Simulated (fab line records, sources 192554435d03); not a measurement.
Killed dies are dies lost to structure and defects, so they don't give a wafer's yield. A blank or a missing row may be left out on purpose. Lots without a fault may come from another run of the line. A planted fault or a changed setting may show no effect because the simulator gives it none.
Chamber matching | flow n5_finfet | N5_BEOL_M10_STRIP_19 on rie_diel-04: 4 sister chambers
The step strips in O2. 14 wafers are shown with their chamber, then 7 later ones without.

WAFERS WITH THEIR CHAMBER
wafer  | chamber | showerhead_plenum_p_Torr (Torr) | oes_product_au (a.u.) | drypump_motor_current_A (A)
L083.2 | 3       | 2.03                            | 0.73                  | 5.5
L083.5 | 1       | 1.99                            | 0.69                  | 6.1
L083.6 | 2       | 2.10                            | 0.83                  | 5.6
L082.2 | 2       | 2.10                            | 0.83                  | 5.6
L082.4 | 3       | 2.03                            | 0.73                  | 5.5
L082.5 | 0       | 2.12                            | 0.76                  | 5.8
L080.1 | 1       | 1.99                            | 0.69                  | 6.2
L080.3 | 0       | 2.12                            | 0.75                  | 5.8
L080.6 | 2       | 2.10                            | 0.84                  | 5.6
L081.2 | 3       | 2.02                            | 0.73                  | 5.5
L081.3 | 1       | 1.99                            | 0.69                  | 6.2
L081.4 | 0       | 2.12                            | 0.75                  | 5.8
L088.1 | 2       | 2.10                            | 0.83                  | 5.6
L088.2 | 1       | 1.98                            | 0.69                  | 6.1

SIGNATURES (means of the wafers above)
reading                  | chamber 0 | chamber 1 | chamber 2 | chamber 3 | scatter within a chamber
showerhead_plenum_p_Torr | 2.1200    | 1.9875    | 2.1000    | 2.0267    | 0.00376
oes_product_au           | 0.7533    | 0.6900    | 0.8325    | 0.7300    | 0.00376
drypump_motor_current_A  | 5.800     | 6.150     | 5.600     | 5.500     | 0.0316
Rule: a wafer's distance from a chamber is the root of the sum, over the readings, of the square of ((its reading less the chamber's mean) divided by the reading's scatter). The wafer belongs to the nearest chamber; if the next one is less than 2 further off, it can't be placed. The scatter: the root of (the sum of the squares of (reading less its chamber's mean) over the shown wafers, divided by (wafers less chambers)).

WAFERS WITHOUT THEIR CHAMBER
wafer  | showerhead_plenum_p_Torr (Torr) | oes_product_au (a.u.) | drypump_motor_current_A (A)
L088.6 | 1.98                            | 0.68                  | 6.1
L093.3 | 1.98                            | 0.67                  | 6.2
L093.4 | 2.12                            | 0.74                  | 5.8
L093.6 | 2.09                            | 0.80                  | 5.6
L090.1 | 2.01                            | 0.70                  | 5.5
L090.3 | 1.98                            | 0.66                  | 6.1
L090.5 | 2.01                            | 0.71                  | 5.5

WHICH CHAMBER EACH WENT THROUGH
wafer  | from the rows above | in truth
L088.6 | 1                   | 1
L093.3 | 1                   | 1
L093.4 | 0                   | 0
L093.6 | 2                   | 2
L090.1 | 3                   | 3
L090.3 | 1                   | 1
L090.5 | 3                   | 3
Placed correctly: 7 of 7. Can't be placed from these rows: 0. Placed wrongly: 0.
